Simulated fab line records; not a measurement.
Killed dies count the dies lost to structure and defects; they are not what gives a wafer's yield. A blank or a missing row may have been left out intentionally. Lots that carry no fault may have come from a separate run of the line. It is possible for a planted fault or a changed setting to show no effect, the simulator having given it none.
What tool caused it?	flow nand_harc	Sampling: 12 lots, 36 wafers, 5 of 1159 route steps

WHAT THE GAUGES SHOWED, per wafer
NHARC_HYBRID_BOND_INSPECT_06: inspects for defects (ir void).
lot	measured	on	raw_defect_count
L952	day 19 09:19	defect_inspect-01	18 18 22
L954	day 19 09:19	defect_inspect-02	21 23 29
L957	day 19 09:20	defect_inspect-02	26 36 38
L955	day 19 17:40	defect_inspect-02	38 40 28
L958	day 20 01:05	defect_inspect-02	25 38 26
L956	day 20 01:07	defect_inspect-01	25 29 31
L964	day 21 00:20	defect_inspect-01	47 55 46
L961	day 21 07:10	defect_inspect-02	19 18 23
L970	day 23 10:48	defect_inspect-02	40 53 61
L972	day 23 14:23	defect_inspect-02	44 38 39
L974	day 24 05:53	defect_inspect-02	25 23 24
L975	day 24 13:53	defect_inspect-02	48 65 59

NHARC_THIN_TSV_CD_MEAS_16.
lot	measured	on	cd_nm (nm)
L952	day 19 17:59	cd_sem-01	1000.7 1000.0 999.1
L954	day 19 18:59	cd_sem-03	996.6 998.6 998.9
L957	day 19 20:11	cd_sem-02	997.7 997.4 996.6
L955	day 19 21:24	cd_sem-02	1001.3 1001.5 1005.4
L958	day 20 04:44	cd_sem-03	998.1 1000.2 999.5
L956	day 20 06:07	cd_sem-02	1002.0 1000.6 1000.2
L964	day 21 05:04	cd_sem-01	999.2 998.9 1001.5
L961	day 21 10:49	cd_sem-02	1000.1 1002.4 1002.1
L970	day 23 15:38	cd_sem-03	998.2 999.6 998.1
L972	day 23 18:08	cd_sem-03	998.7 1001.2 999.8
L974	day 24 09:42	cd_sem-03	999.8 1000.3 996.9
L975	day 24 17:58	cd_sem-03	998.8 998.2 1000.0

NHARC_END_SORT_01.
lot	measured	on	defect_limited_yield (%)	killed_at_array	killed_at_other	killed_at_periphery	killed_dies	killed_open	killed_short	sort_bin_2_pct (%)	sort_bin_3_pct (%)	sort_bin_4_pct (%)	sort_n_pass	sort_rim_yield_pct (%)	sort_yield_pct (%)
L961	day 22 09:40	prober-01	97.2 0 95.9	13 8 22	0 661 1	6 8 5	19 677 28	2 2 4	2 0 3	0.3 99.0 0.7	0.44 0 0.74	2.1 1.0 2.7	658 0 649	96 0 98	97.2 0 95.9

WHAT TOOL EACH LOT RAN ON (gives the tool, then ch and the chambers of the sampled wafers, and finally the start)
lot	NHARC_A_BONDPAD_CMP_29	NHARC_THIN_TSV_ETCH_44
L952	cmp-02 ch 1,2,3, day 18 02:51	rie_diel-03 ch 0,1,3, day 19 17:16
L954	cmp-03 ch 1,2, day 18 14:20	rie_diel-05 ch 0,2,3, day 19 18:23
L957	cmp-03 ch 0,3, day 18 14:35	rie_diel-09 ch 0,3, day 19 19:20
L955	cmp-03 ch 0,1,3, day 19 02:40	rie_diel-05 ch 2,3, day 19 20:40
L958	cmp-02 ch 0,1,2, day 19 10:55	rie_diel-03 ch 0,2, day 20 03:59
L956	cmp-01 ch 0,1,3, day 19 12:03	rie_diel-09 ch 0,3, day 20 05:17
L964	cmp-02 ch 0,1, day 20 11:32	rie_diel-03 ch 1,2, day 21 04:22
L961	cmp-03 ch 0,2, day 20 16:45	rie_diel-05 ch 0,1,3, day 21 10:06
L970	cmp-01 ch 0,2,3, day 22 20:16	rie_diel-09 ch 1,2,3, day 23 15:04
L972	cmp-01 ch 0,2,3, day 23 00:50	rie_diel-09 ch 0,2,3, day 23 17:34
L974	cmp-01 ch 0,1,2, day 23 15:49	rie_diel-03 ch 2,3, day 24 09:02
L975	cmp-02 ch 0,1,3, day 24 00:01	rie_diel-03 ch 0,2,3, day 24 17:16
- NHARC_A_BONDPAD_CMP_29: polishes SiCN, target thk 200 nm.
- NHARC_THIN_TSV_ETCH_44: etches the open film in CF4/O2, target depth 1594.2 nm, time 797.1 s.

WHAT THE TOOLS THEMSELVES READ (means of the sampled wafers that have a number; where no wafer has one, the mark that the record gives instead)
NHARC_A_BONDPAD_CMP_29.
lot	tool	motor_current_A (A)
L952	cmp-02	12.2
L954	cmp-03	12.8
L957	cmp-03	11.6
L955	cmp-03	11.6
L958	cmp-02	11.5
L956	cmp-01	13.0
L964	cmp-02	11.9
L961	cmp-03	12.6
L970	cmp-01	13.1
L972	cmp-01	13.2
L974	cmp-01	12.6
L975	cmp-02	12.9

NHARC_THIN_TSV_ETCH_44.
lot	tool	drypump_motor_current_A (A)	oes_product_au (a.u.)	rf_vpp_V (V)	showerhead_plenum_p_Torr (Torr)	throttle_valve_pct (%)
L952	rie_diel-03	5.7	1.004	796	1.86	16.916
L954	rie_diel-05	5.5	1.005	791	1.79	16.917
L957	rie_diel-09	5.9	1.015	795	1.86	16.907
L955	rie_diel-05	5.6	1.005	792	1.81	16.910
L958	rie_diel-03	5.9	1.007	799	1.90	16.921
L956	rie_diel-09	5.9	0.992	798	1.89	16.920
L964	rie_diel-03	5.7	1.007	797	1.87	16.920
L961	rie_diel-05	5.4	0.961	790	1.77	16.912
L970	rie_diel-09	6.2	0.988	797	1.88	16.917
L972	rie_diel-09	6.0	0.993	796	1.87	16.911
L974	rie_diel-03	5.5	1.009	798	1.90	16.917
L975	rie_diel-03	5.7	1.003	798	1.89	16.917

THE ANSWER, worked out from the rows above alone
Rule: the lots themselves supply what counts as usual. Put in order of their means at a reading, lots are off if they are a third of the lots or fewer, leave a main group of 4 or more, and stand apart from it by a gap of 3 or more times the standard deviation of the main group's means; of several such gaps the widest counts. If all means in a main group match to the digits the tables above print for the reading, that group is not used. A lot without any number at a reading at which 4 lots or more have one is off too. All remaining lots with rows at the step are treated as sound. First the gauges in route order, then the tools' own readings, where a lot's mean is used as printed above. The first step at which some lot is off is used, and at that step the reading that is off furthest; a lot without a number counts as furthest.
Off: L961, at NHARC_THIN_TSV_ETCH_44 (oes_product_au). The main group has a mean of 1.003 a.u. with a standard deviation of 0.0078.
If a tool, at that step or one of the process steps before it, ran each lot that is off and ran no sound lot following the first of them, it fits. Can't be told from this: 2 tools fit, cmp-03 at NHARC_A_BONDPAD_CMP_29, rie_diel-05 at NHARC_THIN_TSV_ETCH_44.

WHAT THE SIMULATOR HAD INSERTED
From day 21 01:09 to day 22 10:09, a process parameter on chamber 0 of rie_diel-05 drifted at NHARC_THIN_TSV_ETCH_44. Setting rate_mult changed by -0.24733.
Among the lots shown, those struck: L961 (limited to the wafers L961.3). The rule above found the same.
